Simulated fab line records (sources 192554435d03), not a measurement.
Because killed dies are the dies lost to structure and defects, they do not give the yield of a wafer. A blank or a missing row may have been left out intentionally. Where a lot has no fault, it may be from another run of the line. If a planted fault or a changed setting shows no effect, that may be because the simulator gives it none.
Split-lot experiment -- flow n5_finfet -- 21 wafers read from 7 lots, route of 1938 steps

== ON THE SPLIT ==
At N5_BEOL_M4_COAT_05 (resist thk 30 nm), the setting spin_rpm was moved away from the recipe's 1500 rpm on 8 of the 21 wafers read, by -10.0% to +8.1%. This setting was run at the recipe's value on the other wafers.

The reading comes from the split's own step.

== THE READING ==
CAR-EUV_of_BEOL_M4_COAT_05.thk_nm (the simulator's own value, which no gauge read), in nm, at N5_BEOL_M4_COAT_05 (resist thk 30 nm). The file does not state a usual value for it. Average 30.0 nm, standard deviation 0.078 nm, over the 13 wafers here run with the recipe.

wafer,"tool, chamber at the split","spin_rpm as run, rpm",against the recipe,"CAR-EUV_of_BEOL_M4_COAT_05.thk_nm, nm",against lot-mates on the recipe
L077.2,"litho_track-02, 0",1500,recipe,30,-
L077.3,"litho_track-02, 0",1621,+8.1%,28.8,-1.2
L077.5,"litho_track-02, 0",1621,+8.1%,28.8,-1.2
L079.2,"litho_track-01, 0",1448,-3.5%,30.4,+0.4
L079.4,"litho_track-01, 0",1500,recipe,30,-
L079.6,"litho_track-01, 0",1500,recipe,30,-
L081.4,"litho_track-02, 0",1350,-10.0%,31.4,+1.4
L081.5,"litho_track-02, 0",1350,-10.0%,31.6,+1.6
L081.6,"litho_track-02, 0",1500,recipe,30,-
L083.2,"litho_track-02, 0",1500,recipe,30,-
L083.3,"litho_track-02, 0",1500,recipe,30,-
L083.5,"litho_track-02, 0",1500,recipe,30,-
L084.1,"litho_track-01, 0",1500,recipe,30.2,-
L084.4,"litho_track-01, 0",1500,recipe,30,-
L084.6,"litho_track-01, 0",1500,recipe,30,-
L090.3,"litho_track-02, 0",1387,-7.5%,31,+1.1
L090.4,"litho_track-02, 0",1500,recipe,30,-
L090.5,"litho_track-02, 0",1500,recipe,29.8,-
L092.1,"litho_track-03, 0",1371,-8.6%,31.4,+1.4
L092.2,"litho_track-03, 0",1371,-8.6%,31.4,+1.4
L092.4,"litho_track-03, 0",1500,recipe,30,-

THE FIT
A straight line over all 21 wafers: CAR-EUV_of_BEOL_M4_COAT_05.thk_nm changes by -0.151 nm for each +1% of spin_rpm; r = -0.99; the points scatter about the line by 0.09 nm.
The same after taking each lot's own level away (the mean of its wafers on the recipe; 21 wafers): -0.152 nm for each +1%; r = -1.00; scatter 0.074 nm.
Per that fit: largest spin_rpm move, reading shift of 1.5 nm.
Across the lots, their own levels run from 29.90 to 30.07 nm, a range of 2.1 times the standard deviation given above.
Consequently the slope shifts little with the lot-to-lot level, the two slopes agreeing.
Check: for one of the wafers moved furthest among these (-10.0%), held out of the fit, the line's prediction against its lot-mates is +1.55 nm. Against them it came out at +1.4 nm.

== OTHER SPLITS APPLIED TO THESE WAFERS ==
Note: prior to the reading, these wafers also went through further splits. Each is held against what the fit with the lots' levels taken away leaves over:
other split on the same wafers,wafers away from the commonest value,r with CAR-EUV_of_BEOL_M4_COAT_05.thk_nm (lot level and that fit taken away)
N5_BEOL_M2_EXPOSE_25 dose_mj,7,-0.34
N5_BEOL_M2_DESCUM_33 time_s,4,+0.15
N5_BEOL_M3_ETCH_64 time_s,4,+0.20
N5_BEOL_M3_COAT_67 spin_rpm,11,+0.25

== THE FILE'S OWN FIT ==
CAR-EUV_of_BEOL_M4_COAT_05.thk_nm changes by -0.151 nm for each +1% of spin_rpm, r = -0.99.
